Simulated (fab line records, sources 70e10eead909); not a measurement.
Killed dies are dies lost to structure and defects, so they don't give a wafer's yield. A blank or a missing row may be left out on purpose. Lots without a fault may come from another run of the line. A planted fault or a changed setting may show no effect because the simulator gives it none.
Chamber matching | flow nand_harc | NHARC_P_GATE_STRIP_108 on rie_diel-03: 4 sister chambers
The step strips in O2. 4 wafers are shown with their chamber, then 9 later ones without.

WAFERS WITH THEIR CHAMBER
wafer  | chamber | drypump_motor_current_A (A)
L081.2 | 1       | 6.4
L084.1 | 2       | 6.7
L084.2 | 3       | 6.4
L084.3 | 0       | 5.3

WAFERS WITHOUT THEIR CHAMBER
wafer  | drypump_motor_current_A (A)
L089.1 | 6.7
L089.2 | 6.4
L089.4 | 5.3
L093.1 | 5.3
L093.3 | 6.4
L093.6 | 6.8
L095.1 | 6.4
L095.3 | 6.7
L095.4 | 6.4

WHICH CHAMBER EACH WENT THROUGH
wafer  | from the rows above     | in truth
L089.1 | 2                       | 2
L089.2 | can't be placed: 1 or 3 | 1
L089.4 | 0                       | 0
L093.1 | 0                       | 0
L093.3 | can't be placed: 1 or 3 | 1
L093.6 | 2                       | 2
L095.1 | can't be placed: 1 or 3 | 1
L095.3 | 2                       | 2
L095.4 | can't be placed: 1 or 3 | 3
Placed correctly: 5 of 9. Can't be placed from these rows: 4 (the true chamber is among the candidates in 4). Placed wrongly: 0.
How it was worked out, from the rows above alone: a wafer's distance from a chamber is the root of the sum, over the readings, of the square of ((its reading less the chamber's mean) divided by the reading's scatter). The wafer belongs to the nearest chamber; if the next one is less than 2 further off, it can't be placed. A chamber's mean is the mean of its shown wafers. The scatter: with one shown wafer a chamber, the root of the mean of the squares of how far each hidden wafer lies from its nearest shown one.
